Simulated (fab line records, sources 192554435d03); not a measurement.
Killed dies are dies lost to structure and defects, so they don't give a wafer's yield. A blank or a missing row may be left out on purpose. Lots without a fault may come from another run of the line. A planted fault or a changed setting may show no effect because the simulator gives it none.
Which tool did it? | flow n5_finfet | 9 lots, 27 wafers sampled, at 3 steps of a route of 1938

WHAT THE GAUGES READ, wafer by wafer
N5_BEOL_M9_OVL_MEAS_29.
lot  | measured     | on         | V8_OVL (nm)
L075 | day 10 02:16 | overlay-02 | 0.0 -0.5 0.1
L079 | day 10 19:31 | overlay-02 | 0.9 -0.9 1.6
L082 | day 11 13:25 | overlay-02 | 0.4 -1.0 0.6
L083 | day 11 17:56 | overlay-01 | 1.0 -0.7 -0.8
L085 | day 12 10:19 | overlay-01 | -0.2 -0.6 -0.6
L086 | day 12 19:39 | overlay-02 | -0.5 -0.1 -1.0
L091 | day 13 23:27 | overlay-02 | 0.4 1.1 0.3
L094 | day 14 16:28 | overlay-01 | -0.6 -1.0 0.6
L097 | day 15 05:19 | overlay-01 | -0.6 -1.0 -0.9

WHICH TOOL RAN EACH LOT (tool, then ch and the chambers of the sampled wafers, then the start)
lot  | N5_BEOL_M8_ETCH_65                 | N5_BEOL_M9_ETCH_62
L075 | rie_diel-01 ch 1,2,3, day 9 18:11  | rie_diel-05 ch 0,2,3, day 9 23:53
L079 | rie_diel-02 ch 0,1,2, day 10 12:22 | rie_diel-03 ch 0,1,2, day 10 18:44
L082 | rie_diel-04 ch 0,2, day 11 05:05   | rie_diel-06 ch 0,2,3, day 11 11:21
L083 | rie_diel-02 ch 0,1, day 11 08:22   | rie_diel-05 ch 0,3, day 11 15:05
L085 | rie_diel-01 ch 0,2,3, day 12 02:16 | rie_diel-05 ch 0,2,3, day 12 08:10
L086 | rie_diel-04 ch 0,1,3, day 12 11:21 | rie_diel-03 ch 1,2,3, day 12 18:37
L091 | rie_diel-01 ch 0,1,2, day 13 16:35 | rie_diel-05 ch 0,3, day 13 21:14
L094 | rie_diel-02 ch 0,1,3, day 14 07:32 | rie_diel-05 ch 1,2,3, day 14 15:12
L097 | rie_diel-01 ch 1,3, day 14 23:10   | rie_diel-03 ch 1,3, day 15 04:27
- N5_BEOL_M8_ETCH_65: etches SiARC in CF4, target depth 15.6 nm, time 26 s.
- N5_BEOL_M9_ETCH_62: etches SOC in N2/H2, target depth 110 nm, overetch 22 nm, time 165 s.

THE ANSWER, worked out from the rows above alone
Rule: what is usual is taken from the lots themselves. Put in order of their means at a reading, lots are off if they are a third of the lots or fewer, leave a main group of 4 or more, and stand apart from it by a gap of 3 or more times the standard deviation of the main group's means; of several such gaps the widest counts. A main group whose means are all the same, to the digits that the tables above print for the reading, isn't used. A lot without any number at a reading at which 4 lots or more have one is off too. The other lots that the step has rows for count as sound.
No lot is off at any reading shown: from this, nothing can be told.

WHAT THE SIMULATOR HAD PUT IN
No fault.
